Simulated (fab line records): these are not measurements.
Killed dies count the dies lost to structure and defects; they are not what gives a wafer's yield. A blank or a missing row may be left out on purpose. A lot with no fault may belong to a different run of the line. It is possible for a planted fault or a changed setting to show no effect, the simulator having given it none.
Which of the tools did it? || flow n5 finfet || 12 lots, 36 wafers sampled, at 3 steps of a route of 1938

== WHAT THE GAUGES SHOWED, per wafer ==
N5_BEOL_M13_INSPECT_55: inspects for defects (darkfield).
{"lot": "L074", "measured": "day 12 15:16", "on": "defect inspect-01", "raw defect count": "68 77 72"}
{"lot": "L077", "measured": "day 12 23:46", "on": "defect inspect-02", "raw defect count": "52 40 42"}
{"lot": "L079", "measured": "day 13 19:37", "on": "defect inspect-01", "raw defect count": "44 65 50"}
{"lot": "L080", "measured": "day 14 01:40", "on": "defect inspect-01", "raw defect count": "50 50 67"}
{"lot": "L083", "measured": "day 14 08:20", "on": "defect inspect-01", "raw defect count": "35 90 41"}
{"lot": "L085", "measured": "day 15 06:59", "on": "defect inspect-01", "raw defect count": "55 41 72"}
{"lot": "L089", "measured": "day 15 20:47", "on": "defect inspect-02", "raw defect count": "32 50 73"}
{"lot": "L091", "measured": "day 16 07:32", "on": "defect inspect-01", "raw defect count": "39 56 55"}
{"lot": "L090", "measured": "day 17 01:07", "on": "defect inspect-02", "raw defect count": "49 76 71"}
{"lot": "L095", "measured": "day 17 20:44", "on": "defect inspect-02", "raw defect count": "63 94 74"}
{"lot": "L094", "measured": "day 17 23:14", "on": "defect inspect-02", "raw defect count": "84 82 78"}
{"lot": "L097", "measured": "day 19 03:40", "on": "defect inspect-01", "raw defect count": "73 69 78"}

== WHAT TOOL EACH LOT RAN ON (gives the tool, then ch and the chambers of the sampled wafers, and finally the start) ==
{"lot": "L074", "N5_BEOL_M13_DEGAS_41": "pvd sputter-02, day 12 13:57", "N5_BEOL_M13_DEP_53": "pecvd-03 ch 1,2, day 12 15:11"}
{"lot": "L077", "N5_BEOL_M13_DEGAS_41": "pvd sputter-01, day 12 22:31", "N5_BEOL_M13_DEP_53": "pecvd-04 ch 0,1,2, day 12 23:42"}
{"lot": "L079", "N5_BEOL_M13_DEGAS_41": "pvd sputter-03, day 13 18:21", "N5_BEOL_M13_DEP_53": "pecvd-02 ch 0,1,2, day 13 19:31"}
{"lot": "L080", "N5_BEOL_M13_DEGAS_41": "pvd sputter-03, day 14 00:25", "N5_BEOL_M13_DEP_53": "pecvd-02 ch 0,1,2, day 14 01:35"}
{"lot": "L083", "N5_BEOL_M13_DEGAS_41": "pvd sputter-02, day 14 06:56", "N5_BEOL_M13_DEP_53": "pecvd-03 ch 0,1, day 14 08:14"}
{"lot": "L085", "N5_BEOL_M13_DEGAS_41": "pvd sputter-03, day 15 05:35", "N5_BEOL_M13_DEP_53": "pecvd-03 ch 0,1, day 15 06:52"}
{"lot": "L089", "N5_BEOL_M13_DEGAS_41": "pvd sputter-02, day 15 19:31", "N5_BEOL_M13_DEP_53": "pecvd-04 ch 1,2, day 15 20:41"}
{"lot": "L091", "N5_BEOL_M13_DEGAS_41": "pvd sputter-01, day 16 06:16", "N5_BEOL_M13_DEP_53": "pecvd-04 ch 0,1,2, day 16 07:26"}
{"lot": "L090", "N5_BEOL_M13_DEGAS_41": "pvd sputter-03, day 16 23:27", "N5_BEOL_M13_DEP_53": "pecvd-03 ch 0,1,2, day 17 01:01"}
{"lot": "L095", "N5_BEOL_M13_DEGAS_41": "pvd sputter-03, day 17 18:19", "N5_BEOL_M13_DEP_53": "pecvd-03 ch 0,1,2, day 17 20:38"}
{"lot": "L094", "N5_BEOL_M13_DEGAS_41": "pvd sputter-03, day 17 21:04", "N5_BEOL_M13_DEP_53": "pecvd-04 ch 0,2, day 17 23:07"}
{"lot": "L097", "N5_BEOL_M13_DEGAS_41": "pvd sputter-01, day 19 02:24", "N5_BEOL_M13_DEP_53": "pecvd-03 ch 1,2, day 19 03:34"}
- N5_BEOL_M13_DEGAS_41: time 60 s.
- N5_BEOL_M13_DEP_53: deposits SiCN from 3MS/NH3, target thk 50 nm, time 17.8 s.

== THE ANSWER, worked out from the rows above alone ==
Rule: the lots themselves supply what counts as usual. The widest of any qualifying gaps counts: lots, ordered by their means at a reading, are off when they make up no more than a third of the lots, leave a main group of 4 or more, and stand apart from it by 3 or more times the standard deviation of that group's means. If all means in a main group match to the digits the tables above print for the reading, that group is not used. A lot without any number at a reading at which 4 lots or more have one is off too. Where the step has rows for the other lots, those lots are counted as sound.
No lot is off at any reading shown: from this, nothing can be told.

== WHAT HAD BEEN PUT IN BY THE SIMULATOR ==
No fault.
